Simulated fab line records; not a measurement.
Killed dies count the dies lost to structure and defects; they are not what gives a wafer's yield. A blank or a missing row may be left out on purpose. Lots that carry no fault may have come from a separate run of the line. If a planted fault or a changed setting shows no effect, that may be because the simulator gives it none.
Chamber matching / flow nandHarc / NHARC_A_CHANNEL_HOLE_D2_DESCUM_15 on rieDiel-02 has 4 sister chambers
The step chemistry O2, time 3 s. 8 wafers are shown with their chamber, then 9 later ones without.

== EACH WAFER AND ITS CHAMBER ==
wafer=L084.1; chamber=2; rfVppV (V)=58.5; throttleValvePct (%)=11.320
wafer=L087.6; chamber=0; rfVppV (V)=55.8; throttleValvePct (%)=11.318
wafer=L088.1; chamber=3; rfVppV (V)=55.4; throttleValvePct (%)=11.322
wafer=L088.4; chamber=1; rfVppV (V)=57.5; throttleValvePct (%)=11.324
wafer=L088.6; chamber=2; rfVppV (V)=57.1; throttleValvePct (%)=11.314
wafer=L090.3; chamber=0; rfVppV (V)=58.5; throttleValvePct (%)=11.295
wafer=L090.4; chamber=3; rfVppV (V)=56.4; throttleValvePct (%)=11.310
wafer=L090.5; chamber=1; rfVppV (V)=58.4; throttleValvePct (%)=11.312

== WAFERS MISSING THEIR CHAMBER ==
wafer=L091.3; rfVppV (V)=57.6; throttleValvePct (%)=11.305
wafer=L091.4; rfVppV (V)=57.8; throttleValvePct (%)=11.321
wafer=L091.5; rfVppV (V)=57.6; throttleValvePct (%)=11.309
wafer=L093.2; rfVppV (V)=58.0; throttleValvePct (%)=11.324
wafer=L093.3; rfVppV (V)=58.4; throttleValvePct (%)=11.326
wafer=L093.6; rfVppV (V)=58.3; throttleValvePct (%)=11.308
wafer=L095.2; rfVppV (V)=57.8; throttleValvePct (%)=11.305
wafer=L095.3; rfVppV (V)=57.4; throttleValvePct (%)=11.312
wafer=L095.5; rfVppV (V)=56.9; throttleValvePct (%)=11.319

== EACH ONE'S CHAMBER ==
wafer=L091.3; from the rows above=can't be placed: 0 or 2 or 1 or 3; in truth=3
wafer=L091.4; from the rows above=can't be placed: 1 or 2 or 0 or 3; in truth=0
wafer=L091.5; from the rows above=can't be placed: 0 or 2 or 1 or 3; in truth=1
wafer=L093.2; from the rows above=can't be placed: 1 or 2 or 0 or 3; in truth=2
wafer=L093.3; from the rows above=can't be placed: 1 or 2 or 0 or 3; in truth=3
wafer=L093.6; from the rows above=can't be placed: 2 or 0 or 1 or 3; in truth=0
wafer=L095.2; from the rows above=can't be placed: 0 or 2 or 1 or 3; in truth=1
wafer=L095.3; from the rows above=can't be placed: 0 or 2 or 1 or 3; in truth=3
wafer=L095.5; from the rows above=can't be placed: 2 or 1 or 3 or 0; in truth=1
Correct placement for 0 of the 9. Can't be placed from these rows: 9 (the true chamber is among the candidates in 9). Wrongly placed: 0.
How it was worked out, from the rows above alone: a wafer's distance from a chamber is the root of the sum, over the readings, of the square of ((its reading less the chamber's mean) divided by the reading's scatter). The wafer belongs to the nearest chamber; if the next one is less than 2 further off, it can't be placed. A chamber's mean is the mean of its shown wafers. How the scatter is found: for the shown wafers, subtract from each reading the mean of its chamber, square and add these, divide the total by (wafers less chambers), then take the root.
